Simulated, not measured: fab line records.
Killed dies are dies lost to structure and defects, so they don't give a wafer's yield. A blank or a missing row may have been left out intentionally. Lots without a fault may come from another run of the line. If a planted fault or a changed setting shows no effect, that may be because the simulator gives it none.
fab line records ; flow n5_finfet
record lots=6; wafers=18; last_day=18
route steps=1938 shown MOL_CONTACT_COAG@575 PASSIVATION@1936
lots that met no fault: from a run of the same line without faults
start_h: hours from the record's first day to the start of the lot's first wafer shown ; wait_h: hours elapsed since this lot's preceding step ; " unchanged from the row above ; L1.1+2: one row covering several wafers at once ; - no value, or no start was given ; * or withheld: withheld ; < > ~ a bound
route shown NAME@n: a module of which the file shows steps, and the number in the route of the first ; usual: average and standard deviation across the fault-free wafers ; same: alike in all rows ; chamber/n: place in a boat ; sites: readings site by site ; _std_site: the standard deviation of these ; _edge_site: the outer-site mean with the inner-site mean subtracted ; radius_mm: how far each site lies from the wafer's centre ; mask NAME#n: copy n ; behind: the most recent tool/chamber to have shaped the wafer ; hold: the reason the lot was held/the length of the hold in hours/how it ended ; device: the transistor (n, p or np) that didn't switch ; end of line: the same wafers' tests at the end of the route ; for a step that has no rows: nothing shown but its recipe ; killed: dies that structure and defects cost at the first sort, which is not the same as the wafer's yield ; map: the dies of a wafer, with x for killed, . for not killed, _ for no die there
set.NAME: the run value of the setting; set.NAME@STEP: its run value at that earlier step ; model.NAME: the simulator's own value behind a step, which no gauge read
certain route steps with their lots: each step a table, each wafer a row
services: the hour from which a tool's chamber was out of use, counted from the record's first day as start_h (under 0 if before that day), plus the number of hours and why
## steps
# step N5_MOL_CONTACT_COAG_INSPECT_57
# recipe mode=adi; inspect_instrument=brightfield
# usual raw_defect_count=193/54
lot.wafer;tool;chamber;start_h;wait_h;raw_defect_count
L331.2;defect_inspect-01;-;97.70;0.0;180
L331.3;defect_inspect-01;-;97.70;0.0;224
L331.5;defect_inspect-01;-;97.70;0.0;207
L339.2;defect_inspect-01;-;146.73;0.0;303
L339.3;defect_inspect-01;-;146.73;0.0;250
L339.4;defect_inspect-01;-;146.73;0.0;281
L341.1;defect_inspect-01;-;160.50;0.1;231
L341.4;defect_inspect-01;-;160.50;0.1;284
L341.6;defect_inspect-01;-;160.50;0.1;207
L344.1;defect_inspect-01;-;179.19;0.1;128
L344.2;defect_inspect-01;-;179.19;0.1;193
L344.3;defect_inspect-01;-;179.19;0.1;170
L349.1;defect_inspect-01;-;208.51;0.1;288
L349.3;defect_inspect-01;-;208.51;0.1;153
L349.6;defect_inspect-01;-;208.51;0.1;138
L353.1;defect_inspect-01;-;233.06;0.1;269
L353.3;defect_inspect-01;-;233.06;0.1;176
L353.5;defect_inspect-01;-;233.06;0.1;202
# step N5_MOL_CONTACT_COAG_DESCUM_88
# recipe chemistry=O2; time_s=7; source_power_w=50; bias_power_w=20; pressure_mtorr=20; rf_frequency_hz=2.712e+07; temp_c=40; resist=CAR-EUV; o2_flow_sccm=225
# usual drypump_motor_current_A=5.6/0.51; oes_product_au=0.84/0.086; rf_vpp_V=243.9/1.5; showerhead_plenum_p_Torr=2.14/0.085; throttle_valve_pct=20.38/0.14
lot.wafer;tool;chamber;start_h;wait_h;drypump_motor_current_A;oes_product_au;rf_hours_counter_h;rf_vpp_V;showerhead_plenum_p_Torr;throttle_valve_pct
L331.2;rie_diel-01;1;97.73;0.0;5.1;0.94;11;246.3;2.23;20.31
L331.3;rie_diel-01;0;97.73;0.0;5.7;0.84;68;243.5;2.12;20.29
L331.5;rie_diel-01;3;97.73;0.0;6.3;0.97;-;242.5;2.06;20.45
L339.2;rie_diel-03;2;146.76;0.0;5.2;0.74;190;241.2;1.99;20.47
L339.3;rie_diel-03;0;146.76;0.0;5.5;0.68;242;242.3;2.05;20.37
L339.4;rie_diel-03;1;146.76;0.0;6.5;0.88;43;245.3;2.22;20.33
L341.1;rie_diel-03;1;160.54;0.0;6.5;0.88;50;244.5;2.21;20.33
L341.4;rie_diel-03;0;160.54;0.0;5.5;0.67;249;242.1;2.05;20.38
L341.6;rie_diel-03;0;160.54;0.0;5.5;0.68;-;243.6;2.05;20.37
L344.1;rie_diel-04;0;179.49;0.3;5.3;0.89;36;241.5;2.04;20.30
L344.2;rie_diel-04;2;179.49;0.3;6.1;0.81;90;242.9;2.12;20.26
L344.3;rie_diel-04;3;179.49;0.3;6.0;0.68;249;241.9;1.96;20.64
L349.1;rie_diel-01;3;208.55;0.0;6.3;0.88;40;242.1;2.05;20.50
L349.3;rie_diel-01;1;208.55;0.0;5.1;0.86;46;244.2;2.22;20.35
L349.6;rie_diel-01;2;208.55;0.0;5.3;0.91;-;245.7;2.23;20.31
L353.1;rie_diel-01;1;233.53;0.5;5.1;0.86;54;243.6;2.22;20.37
L353.3;rie_diel-01;2;233.53;0.5;5.3;0.88;38;246.0;2.22;20.33
L353.5;rie_diel-01;0;233.53;0.5;5.7;0.79;-;243.3;2.11;20.36
# step N5_MOL_CONTACT_COAG_ETCH_89
# recipe chemistry=N2/H2; target=underlayer; target_depth_a=130; mask_material=CAR-EUV; time_s=10.4; ion_energy_ev=200; pressure_mtorr=30; source_w=840; bias_w=150; n2_flow_sccm=200; h2_flow_sccm=200; ends=cleared
# usual drypump_motor_current_A=5.6/0.51; etch_rf_on_time_s=10.30/0.12; h2_flow_sccm=199.8/0.59; oes_product_au=0.72/0.072; rf_vpp_V=525.4/2.9; showerhead_plenum_p_Torr=2.60/0.1; throttle_valve_pct=17.79/0.17
lot.wafer;tool;chamber;start_h;wait_h;drypump_motor_current_A;etch_rf_on_time_s;h2_flow_sccm;oes_product_au;rf_hours_counter_h;rf_vpp_V;showerhead_plenum_p_Torr;throttle_valve_pct
L331.2;rie_diel-01;1;97.76;0.0;5.1;10.41;200.2;0.79;11;528.1;2.71;17.72
L331.3;rie_diel-01;0;97.76;0.0;5.8;10.35;200.7;0.71;68;524.9;2.57;17.61
L331.5;rie_diel-01;3;97.76;0.0;6.3;10.14;199.7;0.82;-;522.9;2.50;17.82
L339.2;rie_diel-03;2;146.80;0.0;5.3;10.33;199.2;0.63;190;520.7;2.43;18.05
L339.3;rie_diel-03;0;146.80;0.0;5.5;10.19;200.0;0.59;242;524.3;2.49;17.78
L339.4;rie_diel-03;1;146.80;0.0;6.5;10.18;201.2;0.75;43;528.5;2.71;17.83
L341.1;rie_diel-03;1;160.57;0.0;6.5;10.10;199.3;0.75;50;528.4;2.70;17.84
L341.4;rie_diel-03;0;160.57;0.0;5.5;10.19;199.8;0.58;249;524.6;2.49;17.79
L341.6;rie_diel-03;0;160.57;0.0;5.5;10.23;199.3;0.59;-;521.8;2.49;17.78
L344.1;rie_diel-04;0;179.52;0.0;5.3;10.33;199.7;0.76;36;523.0;2.49;17.71
L344.2;rie_diel-04;2;179.52;0.0;6.1;10.30;200.0;0.68;90;525.2;2.56;17.60
L344.3;rie_diel-04;3;179.52;0.0;6.0;10.56;199.9;0.58;249;518.6;2.39;18.12
L349.1;rie_diel-01;3;208.58;0.0;6.3;10.13;200.5;0.76;40;520.8;2.49;17.91
L349.3;rie_diel-01;1;208.58;0.0;5.1;10.30;199.9;0.73;46;528.9;2.70;17.78
L349.6;rie_diel-01;2;208.58;0.0;5.3;10.37;199.9;0.76;-;528.9;2.70;17.69
L353.1;rie_diel-01;1;233.56;0.0;5.1;10.23;200.7;0.74;54;527.6;2.70;17.79
L353.3;rie_diel-01;2;233.56;0.0;5.3;10.36;199.6;0.76;38;528.2;2.70;17.69
L353.5;rie_diel-01;0;233.56;0.0;5.8;10.31;199.2;0.67;-;525.4;2.55;17.68
# step N5_MOL_CONTACT_COAG_ETCH_90
# recipe chemistry=CF4; target=SiARC; target_depth_a=130; mask_material=CAR-EUV; time_s=21.7; ion_energy_ev=80; pressure_mtorr=40; source_w=545; bias_w=36; Ar_flow_sccm=100; cf4_flow_sccm=100; ends=cleared
# step N5_MOL_CONTACT_COAG_ALD_131
# recipe material=SiO2; target_thk_a=50; temp_c=100; ald_precursor_family=BDEAS; ald_co_reactant=O2-plasma; pulse_time_s=1; co_reactant_pulse_time_s=1; purge_time_s=2; co_reactant_purge_time_s=2; ald_cycles=35; pressure_torr=2
# step N5_MOL_CONTACT_COAG_ETCHBACK_132
# recipe chemistry=CHF3; target=SiO2; target_depth_a=100; time_s=6.7; ion_energy_ev=200; pressure_mtorr=30; source_w=610; bias_w=170; Ar_flow_sccm=200; CHF3_flow_sccm=50
# usual drypump_motor_current_A=5.6/0.53; oes_product_au=0.83/0.09; rf_vpp_V=525/5.9; showerhead_plenum_p_Torr=2.41/0.094; throttle_valve_pct=18.66/0.2
lot.wafer;tool;chamber;start_h;wait_h;drypump_motor_current_A;oes_product_au;rf_hours_counter_h;rf_vpp_V;showerhead_plenum_p_Torr;throttle_valve_pct
L331.2;rie_diel-03;1;98.04;0.1;6.5;0.92;26;530;2.53;18.59
L331.3;rie_diel-03;2;98.04;0.1;5.3;0.74;178;519;2.28;18.85
L331.5;rie_diel-03;1;98.04;0.1;6.5;0.90;-;531;2.53;18.60
L339.2;rie_diel-01;1;147.26;0.3;5.1;0.90;25;535;2.53;18.64
L339.3;rie_diel-01;3;147.26;0.3;6.3;0.92;18;519;2.34;18.70
L339.4;rie_diel-01;0;147.26;0.3;5.8;0.82;-;526;2.40;18.58
L341.1;rie_diel-03;1;161.50;0.1;6.5;0.88;50;530;2.52;18.66
L341.4;rie_diel-03;0;161.50;0.1;5.5;0.68;249;525;2.33;18.71
L341.6;rie_diel-03;2;161.50;0.1;5.3;0.73;-;520;2.28;18.85
L344.1;rie_diel-03;1;180.12;0.4;6.5;0.86;59;529;2.51;18.66
L344.2;rie_diel-03;2;180.12;0.4;5.3;0.72;202;519;2.27;18.87
L344.3;rie_diel-03;1;180.12;0.4;6.5;0.86;-;530;2.51;18.65
L349.1;rie_diel-01;0;208.86;0.1;5.7;0.79;104;526;2.39;18.60
L349.3;rie_diel-01;3;208.86;0.1;6.3;0.88;40;517;2.33;18.75
L349.6;rie_diel-01;2;208.86;0.1;5.3;0.90;-;528;2.52;18.57
L353.1;rie_diel-01;2;233.84;0.1;5.3;0.88;38;528;2.52;18.57
L353.3;rie_diel-01;0;233.84;0.1;5.7;0.78;112;526;2.39;18.61
L353.5;rie_diel-01;3;233.84;0.1;6.3;0.87;-;519;2.33;18.76
# step N5_MOL_CONTACT_COAG_ETCH_91
# recipe chemistry=N2/H2; target=SOC; target_depth_a=600; overetch_a=210; mask_material=SiARC; temp_c=40; time_s=101.2; ion_energy_ev=200; pressure_mtorr=30; source_w=840; bias_w=150; n2_flow_sccm=200; h2_flow_sccm=200
# step N5_MOL_CONTACT_COAG_STRIP_92
# recipe chemistry=N2/H2; temp_c=40; n2_flow_sccm=200; h2_flow_sccm=200; rf_frequency_hz=6e+07
# step N5_MOL_CONTACT_COAG_STRIP_93
# recipe chemistry=N2/H2; temp_c=40; n2_flow_sccm=200; h2_flow_sccm=200; rf_frequency_hz=6e+07
# step N5_MOL_CONTACT_COAG_ETCHBACK_135
# recipe chemistry=CHF3; target=SiO2; target_depth_a=250; time_s=16.7; ion_energy_ev=200; pressure_mtorr=30; source_w=610; bias_w=170; Ar_flow_sccm=200; CHF3_flow_sccm=50
# usual drypump_motor_current_A=5.6/0.53; oes_product_au=0.83/0.089; rf_vpp_V=525/5.9; showerhead_plenum_p_Torr=2.41/0.094; throttle_valve_pct=18.66/0.2
lot.wafer;tool;chamber;start_h;wait_h;drypump_motor_current_A;oes_product_au;rf_hours_counter_h;rf_vpp_V;showerhead_plenum_p_Torr;throttle_valve_pct
L331.2;rie_diel-03;2;98.17;0.0;5.3;0.74;178;520;2.28;18.83
L331.3;rie_diel-03;3;98.17;0.0;4.8;0.74;179;528;2.47;18.97
L331.5;rie_diel-03;1;98.17;0.0;6.5;0.91;-;530;2.53;18.59
L339.2;rie_diel-01;1;147.38;0.0;5.1;0.91;25;534;2.53;18.64
L339.3;rie_diel-01;3;147.38;0.0;6.3;0.91;18;520;2.34;18.71
L339.4;rie_diel-01;0;147.38;0.0;5.7;0.82;-;525;2.40;18.58
L341.1;rie_diel-03;1;161.62;0.0;6.5;0.87;50;531;2.52;18.67
L341.4;rie_diel-03;0;161.62;0.0;5.5;0.68;249;525;2.33;18.72
L341.6;rie_diel-03;2;161.62;0.0;5.3;0.73;-;520;2.28;18.87
L344.1;rie_diel-03;1;180.31;0.0;6.5;0.86;59;529;2.51;18.66
L344.2;rie_diel-03;2;180.31;0.0;5.3;0.73;202;520;2.27;18.88
L344.3;rie_diel-03;1;180.31;0.0;6.5;0.87;-;530;2.51;18.66
L349.1;rie_diel-01;0;208.98;0.0;5.7;0.78;104;526;2.39;18.60
L349.3;rie_diel-01;3;208.98;0.0;6.3;0.87;40;517;2.33;18.75
L349.6;rie_diel-01;2;208.98;0.0;5.3;0.89;-;527;2.52;18.58
L353.1;rie_diel-01;2;233.96;0.0;5.3;0.88;38;528;2.52;18.59
L353.3;rie_diel-01;0;233.96;0.0;5.8;0.78;112;526;2.39;18.62
L353.5;rie_diel-01;3;233.96;0.0;6.3;0.86;-;519;2.33;18.75
# step N5_MOL_CONTACT_COAG_STRIP_118
# recipe chemistry=CHF3; resist=SiARC; rf_frequency_hz=6e+07
# step N5_MOL_CONTACT_COAG_VIA_ETCH_46
# recipe chemistry=C4F6/O2; target_depth_a=460; overetch_a=92; mask_material=SOC; target=SiO2; bias_w=455; pressure_mtorr=10; time_s=40; source_w=325; Ar_flow_sccm=300; C4F6_flow_sccm=10; O2_flow_sccm=10; ion_energy_ev=575.3; ends=end_point
# usual O2_flow_sccm=9.995/0.029; drypump_motor_current_A=5.6/0.53; oes_product_au=0.74/0.078; rf_vpp_V=1591/17; showerhead_plenum_p_Torr=2.87/0.11; throttle_valve_pct=40.93/0.28
lot.wafer;tool;chamber;start_h;wait_h;O2_flow_sccm;drypump_motor_current_A;oes_product_au;rf_hours_counter_h;rf_vpp_V;showerhead_plenum_p_Torr;throttle_valve_pct
L331.2;rie_diel-03;3;98.20;0.0;9.977;4.8;0.67;179;1599;2.94;41.48
L331.3;rie_diel-03;0;98.20;0.0;9.969;5.5;0.62;225;1583;2.79;40.45
L331.5;rie_diel-03;0;98.20;0.0;9.968;5.5;0.63;-;1584;2.79;40.47
L339.2;rie_diel-01;1;147.42;0.0;10.021;5.1;0.80;25;1615;3.02;40.99
L339.3;rie_diel-01;3;147.42;0.0;9.953;6.3;0.82;18;1573;2.79;41.20
L339.4;rie_diel-01;0;147.42;0.0;10.031;5.7;0.74;-;1592;2.86;40.73
L341.1;rie_diel-03;1;161.66;0.0;10.011;6.5;0.77;50;1605;3.00;40.86
L341.4;rie_diel-03;0;161.66;0.0;9.996;5.5;0.61;249;1582;2.78;40.47
L341.6;rie_diel-03;2;161.66;0.0;9.992;5.3;0.66;-;1573;2.72;41.07
L344.1;rie_diel-03;1;180.36;0.0;9.965;6.5;0.76;59;1603;3.00;40.85
L344.2;rie_diel-03;2;180.36;0.0;9.957;5.3;0.64;202;1573;2.72;41.07
L344.3;rie_diel-03;1;180.36;0.0;9.994;6.5;0.76;-;1606;3.00;40.89
L349.1;rie_diel-01;0;209.02;0.0;10.003;5.7;0.71;104;1592;2.85;40.73
L349.3;rie_diel-01;3;209.02;0.0;9.977;6.3;0.77;40;1571;2.78;41.22
L349.6;rie_diel-01;2;209.02;0.0;10.010;5.4;0.81;-;1600;3.01;40.97
L353.1;rie_diel-01;2;234.00;0.0;10.010;5.3;0.78;38;1600;3.01;40.96
L353.3;rie_diel-01;0;234.00;0.0;10.005;5.8;0.71;112;1590;2.85;40.74
L353.5;rie_diel-01;3;234.00;0.0;10.040;6.3;0.77;-;1569;2.78;41.22
# step N5_MOL_CONTACT_COAG_STRIP_96
# recipe chemistry=N2/H2; power_w=500; temp_c=40; pressure_mtorr=50; rf_frequency_hz=6e+07; overash_fraction=0.3; bias_power_w=28; h2_frac=0.5; n2_flow_sccm=300; h2_flow_sccm=300
# usual drypump_motor_current_A=5.6/0.53; h2_flow_sccm=300.0/0.9; oes_product_au=0.83/0.09; power_w=500.0/1.5; rf_vpp_V=122.0/1.3; showerhead_plenum_p_Torr=3.40/0.14; throttle_valve_pct=18.9/0.31
lot.wafer;tool;chamber;start_h;wait_h;drypump_motor_current_A;h2_flow_sccm;oes_product_au;power_w;rf_hours_counter_h;rf_vpp_V;showerhead_plenum_p_Torr;throttle_valve_pct
L331.2;rie_diel-03;3;98.27;0.0;4.8;300.3;0.73;501.7;179;122.0;3.47;19.5
L331.3;rie_diel-03;0;98.27;0.0;5.5;298.5;0.69;500.4;225;122.8;3.31;18.6
L331.5;rie_diel-03;0;98.27;0.0;5.5;299.9;0.70;499.1;-;122.9;3.31;18.6
L339.2;rie_diel-01;1;147.48;0.0;5.1;300.5;0.91;502.0;25;123.6;3.57;18.8
L339.3;rie_diel-01;3;147.48;0.0;6.3;299.8;0.92;500.2;18;120.8;3.30;19.0
L339.4;rie_diel-01;0;147.48;0.0;5.8;299.9;0.82;499.9;-;121.1;3.38;18.5
L341.1;rie_diel-03;1;161.72;0.0;6.5;301.2;0.89;431.2;50;121.8;3.56;18.9
L341.4;rie_diel-03;0;161.72;0.0;5.5;300.0;0.68;430.5;249;121.0;3.29;18.6
L341.6;rie_diel-03;2;161.72;0.0;5.3;300.5;0.73;429.3;-;120.8;3.21;19.2
L344.1;rie_diel-03;1;180.46;0.1;6.5;300.6;0.86;430.9;59;122.0;3.56;19.0
L344.2;rie_diel-03;2;180.46;0.1;5.3;299.2;0.72;431.8;202;121.5;3.21;19.3
L344.3;rie_diel-03;1;180.46;0.1;6.5;298.9;0.87;431.7;-;123.9;3.56;18.9
L349.1;rie_diel-01;0;209.08;0.0;5.8;299.1;0.80;500.5;104;122.0;3.37;18.6
L349.3;rie_diel-01;3;209.08;0.0;6.3;299.2;0.88;499.3;40;123.4;3.29;19.0
L349.6;rie_diel-01;2;209.08;0.0;5.3;299.9;0.90;500.1;-;122.0;3.56;18.7
L353.1;rie_diel-01;2;234.06;0.0;5.4;300.4;0.88;498.7;38;123.1;3.56;18.7
L353.3;rie_diel-01;0;234.06;0.0;5.8;300.5;0.79;500.5;112;121.3;3.37;18.6
L353.5;rie_diel-01;3;234.06;0.0;6.3;298.7;0.86;501.8;-;121.6;3.28;19.0
# step N5_MOL_CONTACT_COAG_ETCH_47
# recipe chemistry=CH3F/O2; target=SiNx; target_depth_a=270; mask_material=SiO2; stop_on=W; over_etch_frac=0.2; ion_energy_ev=120; endpoint=OES-CN; pressure_mtorr=30; source_w=395; bias_w=73; Ar_flow_sccm=150; CH3F_flow_sccm=30; O2_flow_sccm=20; ends=end_point
# step N5_PASSIVATION_PROBE_49
# usual killed_at_M0_to_M3=36/11; killed_at_M4_up=14/5.6; killed_at_contacts=11/5.6; killed_at_front_end=40/12; killed_at_other=4/3.2; killed_dies=105/17; killed_on_rim=14/3.4; killed_open=69/12; killed_short=34/8.4
# same gross_dies=1180; killed_at_back_side=0
lot.wafer;tool;chamber;start_h;wait_h;killed_at_M0_to_M3;killed_at_M4_up;killed_at_contacts;killed_at_front_end;killed_at_other;killed_dies;killed_on_rim;killed_open;killed_short
L331.2;prober-01;-;310.86;0.1;27;11;6;45;2;91;13;66;23
L331.3;prober-01;-;310.91;0.1;35;9;4;32;1;81;8;47;34
L331.5;prober-01;-;311.01;0.2;32;15;2;46;1;96;10;70;25
L339.2;prober-02;-;363.12;0.1;34;15;9;36;14;108;18;74;33
L339.3;prober-02;-;363.17;0.1;30;13;8;61;8;120;16;74;46
L339.4;prober-02;-;363.22;0.2;42;19;6;39;7;113;16;83;27
L341.1;prober-01;-;367.42;0.0;33;23;11;46;3;116;11;72;43
L341.4;prober-01;-;367.57;0.2;64;11;6;27;5;113;14;77;36
L341.6;prober-01;-;367.67;0.3;35;7;7;20;1;70;9;55;14
L344.1;prober-01;-;382.54;0.0;50;15;10;24;1;100;14;66;33
L344.2;prober-01;-;382.59;0.1;33;23;10;52;1;119;21;71;46
L344.3;prober-01;-;382.64;0.1;44;16;14;26;0;100;14;67;32
L349.1;prober-01;-;412.49;0.0;54;16;10;25;7;112;12;74;36
L349.3;prober-01;-;412.59;0.1;36;18;9;38;5;106;17;64;35
L349.6;prober-01;-;412.74;0.3;49;11;13;55;0;128;16;80;46
L353.1;prober-01;-;443.28;0.0;40;20;17;55;2;134;15;98;34
L353.3;prober-01;-;443.38;0.1;37;18;34;45;2;136;18;75;57
L353.5;prober-01;-;443.48;0.2;34;13;10;39;1;97;10;62;34
# killed by level:class
L331.2 STI_FIN_REVEAL:geometric_particle:open=12 FIN_SAQP:geometric_particle:open=10 BEOL_M3:geometric_particle:open=7 FIN_SAQP:geometric_particle:short=6 BEOL_M0_SAQP:geometric_particle:open=6 BEOL_M2:geometric_particle:open=6 MOL_CONTACT_COAG:geometric_particle:open=5 GATE_CUT:geometric_particle:short=4
L331.3 FIN_SAQP:geometric_particle:short=11 BEOL_M2:geometric_particle:open=8 BEOL_M3:geometric_particle:open=8 BEOL_M0_SAQP:geometric_particle:open=6 GATE_CUT:geometric_particle:short=4 BEOL_M4:geometric_particle:open=4 BEOL_M0_SAQP:geometric_particle:short=4 FIN_SAQP:geometric_particle:open=3
L331.5 STI_FIN_REVEAL:geometric_particle:open=20 BEOL_M2:geometric_particle:open=10 BEOL_M3:geometric_particle:open=9 FIN_SAQP:geometric_particle:short=5 DUMMY_GATE:geometric_particle:open=5 BEOL_M4:geometric_particle:open=5 BEOL_M4:geometric_particle:short=5 BEOL_M0_SAQP:geometric_particle:open=4
L339.2 BEOL_M1:geometric_particle:open=12 MOL_CONTACT_COAG:geometric_particle:open=9 FIN_SAQP:geometric_particle:open=8 STI_FIN_REVEAL:geometric_particle:open=7 MIM_TOP_ETCH:geometric_particle:short=7 BEOL_M0_SAQP:geometric_particle:open=5 BEOL_M1:geometric_particle:short=4 MIM_TOP_ETCH:geometric_particle:open=4
L339.3 FIN_SAQP:geometric_particle:open=16 STI_FIN_REVEAL:geometric_particle:open=12 FIN_SAQP:geometric_particle:short=10 MOL_CONTACT_COAG:geometric_particle:open=8 GATE_CUT:geometric_particle:short=6 BEOL_M0_SAQP:geometric_particle:open=6 BEOL_M4:geometric_particle:open=6 BEOL_M0_SAQP:geometric_particle:short=5
L339.4 FIN_SAQP:geometric_particle:open=13 BEOL_M4:geometric_particle:open=10 STI_FIN_REVEAL:geometric_particle:open=9 BEOL_M1:geometric_particle:open=9 BEOL_M0_SAQP:geometric_particle:open=8 BEOL_M2:geometric_particle:open=8 MOL_CONTACT_COAG:geometric_particle:open=5 BEOL_M0_SAQP:geometric_particle:short=5
L341.1 FIN_SAQP:geometric_particle:short=12 MOL_CONTACT_COAG:geometric_particle:open=10 FIN_SAQP:geometric_particle:open=9 BEOL_M3:geometric_particle:open=9 BEOL_M0_SAQP:geometric_particle:short=7 BEOL_M4:geometric_particle:open=7 BEOL_M2:geometric_particle:open=6 BEOL_M4:geometric_particle:short=5
L341.4 BEOL_M3:geometric_particle:open=13 BEOL_M2:geometric_particle:open=12 BEOL_M1:geometric_particle:open=10 BEOL_M0_SAQP:geometric_particle:short=10 FIN_SAQP:geometric_particle:open=9 FIN_SAQP:geometric_particle:short=8 BEOL_M0_SAQP:geometric_particle:open=6 MOL_CONTACT_COAG:geometric_particle:open=5
L341.6 BEOL_M1:geometric_particle:open=10 BEOL_M2:geometric_particle:open=8 MOL_CONTACT_COAG:geometric_particle:open=7 STARTING-WAFER:geometric_particle:open=5 BEOL_M0:geometric_particle:open=4 BEOL_M3:geometric_particle:open=4 FIN_CUT:geometric_particle:open=3 BEOL_M0_SAQP:geometric_particle:short=3
L344.1 BEOL_M0_SAQP:geometric_particle:short=15 BEOL_M0_SAQP:geometric_particle:open=13 MOL_CONTACT_COAG:geometric_particle:open=8 STI_FIN_REVEAL:geometric_particle:open=7 BEOL_M2:geometric_particle:open=7 BEOL_M1:geometric_particle:open=6 BEOL_M4:geometric_particle:open=5 FIN_SAQP:geometric_particle:open=4
L344.2 STI_FIN_REVEAL:geometric_particle:open=14 FIN_SAQP:geometric_particle:open=10 BEOL_M4:geometric_particle:open=10 FIN_SAQP:geometric_particle:short=8 MOL_CONTACT_COAG:geometric_particle:open=8 BEOL_M3:geometric_particle:short=8 BEOL_M0_SAQP:geometric_particle:short=7 BEOL_M1:geometric_particle:open=7
L344.3 STI_FIN_REVEAL:geometric_particle:open=12 MOL_CONTACT_COAG:geometric_particle:open=12 BEOL_M0_SAQP:geometric_particle:short=11 BEOL_M0_SAQP:geometric_particle:open=11 BEOL_M1:geometric_particle:open=11 STI_FIN_REVEAL:geometric_particle:short=5 BEOL_M3:geometric_particle:open=5 BEOL_M4:geometric_particle:open=5
L349.1 BEOL_M0_SAQP:geometric_particle:open=13 BEOL_M1:geometric_particle:open=11 BEOL_M3:geometric_particle:open=8 FIN_SAQP:geometric_particle:open=7 BEOL_M0_SAQP:geometric_particle:short=7 MOL_CONTACT_COAG:geometric_particle:open=7 BEOL_M4:geometric_particle:open=7 BEOL_M2:geometric_particle:short=4
L349.3 FIN_SAQP:geometric_particle:short=12 MOL_CONTACT_COAG:geometric_particle:open=9 BEOL_M2:geometric_particle:open=9 FIN_SAQP:geometric_particle:open=8 BEOL_M0_SAQP:geometric_particle:short=7 BEOL_M0_SAQP:geometric_particle:open=7 BEOL_M3:geometric_particle:open=5 SPACER0:geometric_particle:open=4
L349.6 BEOL_M0_SAQP:geometric_particle:short=20 FIN_SAQP:geometric_particle:open=15 BEOL_M0_SAQP:geometric_particle:open=14 MOL_CONTACT_COAG:geometric_particle:open=11 FIN_SAQP:geometric_particle:short=10 STI_FIN_REVEAL:geometric_particle:open=7 BEOL_M1:geometric_particle:open=5 BEOL_M4:geometric_particle:open=5
L353.1 FIN_SAQP:geometric_particle:open=21 MOL_CONTACT_COAG:geometric_particle:open=14 BEOL_M4:geometric_particle:open=13 BEOL_M0_SAQP:geometric_particle:open=12 BEOL_M0_SAQP:geometric_particle:short=9 BEOL_M2:geometric_particle:open=7 FIN_SAQP:geometric_particle:short=6 DUMMY_GATE:geometric_particle:open=6
L353.3 MOL_CONTACT_COAG:geometric_particle:open=24 BEOL_M4:geometric_particle:open=13 STI_FIN_REVEAL:geometric_particle:open=12 FIN_SAQP:geometric_particle:short=10 BEOL_M0_SAQP:geometric_particle:short=10 MOL_CONTACT_COAG:geometric_particle:short=10 BEOL_M0_SAQP:geometric_particle:open=7 STARTING-WAFER:geometric_particle:short=5
L353.5 MOL_CONTACT_COAG:geometric_particle:open=10 FIN_SAQP:geometric_particle:open=9 FIN_SAQP:geometric_particle:short=9 BEOL_M0_SAQP:geometric_particle:open=9 BEOL_M0_SAQP:geometric_particle:short=8 BEOL_M4:geometric_particle:open=7 STI_FIN_REVEAL:geometric_particle:open=6 BEOL_M1:geometric_particle:open=4
## services
tool;chamber;start_h;hours;kind
rie_diel-01;2;85.67;-;clean
rie_diel-01;2;85.67;-;consumable_replace:focus_ring
rie_diel-01;2;85.67;-;consumable_replace:showerhead
rie_diel-01;2;85.67;16.1;scheduled_down
rie_diel-01;2;85.67;16.1;vent_cycle
rie_diel-04;1;92.78;-;clean
rie_diel-04;1;92.78;-;consumable_replace:focus_ring
rie_diel-04;1;92.78;-;consumable_replace:showerhead
rie_diel-04;1;92.78;18.6;scheduled_down
rie_diel-04;1;92.78;18.6;vent_cycle
rie_diel-04;3;103.26;4.3;repair
rie_diel-01;-;129.43;10.9;repair
rie_diel-04;3;138.33;9.4;repair
rie_diel-01;2;143.52;8.2;repair
rie_diel-03;0;165.44;-;clean
rie_diel-03;0;165.44;-;consumable_replace:focus_ring
rie_diel-03;0;165.44;20.8;scheduled_down
rie_diel-03;0;165.44;20.8;vent_cycle
rie_diel-04;3;182.81;-;clean
rie_diel-04;3;182.81;-;consumable_replace:focus_ring
rie_diel-04;3;182.81;-;consumable_replace:showerhead
rie_diel-04;3;182.81;17.6;scheduled_down
rie_diel-04;3;182.81;17.6;vent_cycle
## key
first_sign step=N5_MOL_CONTACT_COAG_STRIP_96; reading=power_w; direction=down; sigmas=45; usual=*; struck=*
effect none on later readings
met_at N5_MOL_CONTACT_COAG_STRIP_96
struck_wafers L341.1,L341.4,L341.6,L344.1,L344.2,L344.3
tester_left_out L341,L344
onset_between 98.27 161.72
fault kind=process_parameter_drift; tool=rie_diel-03; chamber=-; onset_h=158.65; steps=N5_MOL_CONTACT_COAG_STRIP_96; channel=power_w; offset=*; shape=step; end_h=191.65; acts_in=*; stated=*
# tester_left_out: of these lots the tester's yield and bins aren't shown, on N5 and GAA mostly nor the transistor test; their killed dies are dies lost to structure and defects alone, not to doping, threshold or leakage, so they don't give the yield
